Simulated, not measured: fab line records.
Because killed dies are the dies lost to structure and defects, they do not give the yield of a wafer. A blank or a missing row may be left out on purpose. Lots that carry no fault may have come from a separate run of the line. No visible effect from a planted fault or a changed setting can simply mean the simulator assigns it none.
Tool commonality check ; flow nand harc ; 42 wafers sampled across 11 lots

## REASON IT WAS OPENED
Flagged at NHARC_A_CONTACT_CD_MEAS_42: reading cd nm, on 3 of 11 lots. Fault-free wafers read 199.7 nm, with a standard deviation of 0.49.
Rule: a lot is flagged when every wafer of it that has a number lies more than 4 standard deviations from that mean, or none has a number. All remaining lots are regarded as sound.

lot;measured;on;cd nm (nm), wafer by wafer;flag
L663;day 17 04:56;cd sem-02;200.2 199.6 199.5;
L670;day 17 17:39;cd sem-02;199.3 199.1 200.1;
L669;day 17 21:58;cd sem-02;199.4 199.1 199.1;
L672;day 18 18:56;cd sem-02;199.5 199.7 198.7;
L673;day 19 05:08;cd sem-02;200.0 199.7 199.4;
L679;day 20 12:53;cd sem-02;210.6 210.1 210.4 210.6 210.3 210.4;FLAGGED
L680;day 20 18:57;cd sem-03;208.6 208.2 208.6 208.5 208.2 208.8;FLAGGED
L681;day 20 19:22;cd sem-03;207.0 207.7 206.3 207.1 207.5 206.6;FLAGGED
L685;day 21 16:19;cd sem-02;200.6 199.7 200.2;
L684;day 21 20:17;cd sem-01;199.3 199.4 198.6;
L686;day 22 06:12;cd sem-03;199.8 199.4 199.8;
On average the flagged lots' numbers are 208.6 nm, which is +8.9 nm against the usual, or +18 standard deviations.

## LOT BY LOT: THE TOOL USED
Before the reading, the record contains 4 process steps out of a 1159-step route. Cell contents, in order: the tool; ch with the chambers the sampled wafers went through; the start.
lot;flag;NHARC_A_WL_FILL_STRIP_29;NHARC_A_WL_FILL_ETCHBACK_26;NHARC_A_WL_FILL_ALD_19;NHARC_A_CONTACT_EXPOSE_39
L663;;rie diel-04 ch 0,1,3, day 16 11:58;rie si-02 ch 0,1,2, day 16 17:28;ald metal-04 ch 1,2,3, day 16 17:43;arfi scanner-03 ch 0, day 17 04:47
L670;;rie diel-04 ch 0,1,3, day 16 20:56;rie si-02 ch 0,1,2, day 17 02:26;ald metal-04 ch 0,2,3, day 17 02:41;arfi scanner-03 ch 0, day 17 17:31
L669;;rie diel-09 ch 0,1,2, day 16 21:22;rie si-01 ch 2,3, day 17 02:26;ald metal-02 ch 1,2,3, day 17 02:47;arfi scanner-02 ch 0, day 17 21:50
L672;;rie diel-09 ch 0,3, day 18 03:53;rie si-01 ch 0,2, day 18 09:22;ald metal-01 ch 1,3, day 18 09:39;arfi scanner-01 ch 0, day 18 18:49
L673;;rie diel-04 ch 0,1, day 18 11:13;rie si-02 ch 0,1, day 18 16:43;ald metal-04 ch 1,3, day 18 17:01;arfi scanner-01 ch 0, day 19 05:00
L679;FLAGGED;rie diel-08 ch 2,3, day 19 18:22;rie si-03 ch 1,2, day 19 23:32;ald metal-04 ch 0,2,3, day 19 23:48;arfi scanner-03 ch 0, day 20 12:45
L680;FLAGGED;rie diel-08 ch 0,2,3, day 20 04:01;rie si-03 ch 0,1, day 20 09:30;ald metal-04 ch 2,3, day 20 09:46;arfi scanner-03 ch 0, day 20 18:49
L681;FLAGGED;rie diel-09 ch 0,2,3, day 20 04:01;rie si-02 ch 0,2,3, day 20 09:31;ald metal-02 ch 2,3, day 20 09:47;arfi scanner-03 ch 0, day 20 19:14
L685;;rie diel-08 ch 2,3, day 20 19:24;rie si-03 ch 1,2, day 20 23:55;ald metal-04 ch 0,1, day 21 00:11;arfi scanner-02 ch 0, day 21 16:11
L684;;rie diel-08 ch 0,1,3, day 20 18:25;rie si-02 ch 2,3, day 20 23:54;ald metal-02 ch 0,1,3, day 21 00:14;arfi scanner-02 ch 0, day 21 20:09
L686;;rie diel-04 ch 0,1,2, day 21 14:26;rie si-02 ch 1,2, day 21 19:39;ald metal-02 ch 0,2,3, day 21 19:59;arfi scanner-01 ch 0, day 22 06:04
What is done by these steps:
- NHARC_A_WL_FILL_STRIP_29: strips in O2, time 20 s.
- NHARC_A_WL_FILL_ETCHBACK_26: etches the open film in HBr, target depth 52 nm, time 13.3 s.
- NHARC_A_WL_FILL_ALD_19: deposits TiN, target thk 2 nm, pulse time 3 s, ald cycles 100.
- NHARC_A_CONTACT_EXPOSE_39: exposes mask A CC 3.
- NHARC_A_CONTACT_CD_MEAS_42: target cd 200 nm.

## FLAGGED AGAINST TOTAL, ONE TOOL AT A TIME (gauges that did the reading follow at the end)
step;tool;lots run;flagged;share of the flagged lots;sound lots run after its first flagged lot
NHARC_A_WL_FILL_STRIP_29;rie diel-04;4;0;none;-
NHARC_A_WL_FILL_STRIP_29;rie diel-08;4;2;some;2 (L684,L685)
NHARC_A_WL_FILL_STRIP_29;rie diel-09;3;1;some;0
NHARC_A_WL_FILL_ETCHBACK_26;rie si-01;2;0;none;-
NHARC_A_WL_FILL_ETCHBACK_26;rie si-02;6;1;some;2 (L684,L686)
NHARC_A_WL_FILL_ETCHBACK_26;rie si-03;3;2;some;1 (L685)
NHARC_A_WL_FILL_ALD_19;ald metal-01;1;0;none;-
NHARC_A_WL_FILL_ALD_19;ald metal-02;4;1;some;2 (L684,L686)
NHARC_A_WL_FILL_ALD_19;ald metal-04;6;2;some;1 (L685)
NHARC_A_CONTACT_EXPOSE_39;arfi scanner-01;3;0;none;-
NHARC_A_CONTACT_EXPOSE_39;arfi scanner-02;3;0;none;-
NHARC_A_CONTACT_EXPOSE_39;arfi scanner-03;5;3;all;0
NHARC_A_CONTACT_CD_MEAS_42;cd sem-01;1;0;none;-
NHARC_A_CONTACT_CD_MEAS_42;cd sem-02;7;1;some;1 (L685)
NHARC_A_CONTACT_CD_MEAS_42;cd sem-03;3;2;some;1 (L686)

## WHAT IS ALLOWED BY THE TABLE
All flagged lots share 1 row of the table, namely arfi scanner-03 at NHARC_A_CONTACT_EXPOSE_39.
- arfi scanner-03 at NHARC_A_CONTACT_EXPOSE_39 ran 5 lots, 3 of them flagged. Last sound lot L670 at day 17 17:31, first flagged lot L679 at day 20 12:45; a fault beginning in between fits. Its own readings lie more than 4 standard deviations out on every wafer of the flagged lots: exposure dose mJ cm2.
Just one tool remains: arfi scanner-03 at NHARC_A_CONTACT_EXPOSE_39.

## WHAT THE SIMULATOR PUT IN
Process parameter drift: arfi scanner-03, from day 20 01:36 on, at NHARC_A_CONTACT_EXPOSE_39. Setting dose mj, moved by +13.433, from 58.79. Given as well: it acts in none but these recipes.
Lots struck among those shown: L679, L680, L681. The rule given above showed the same thing.
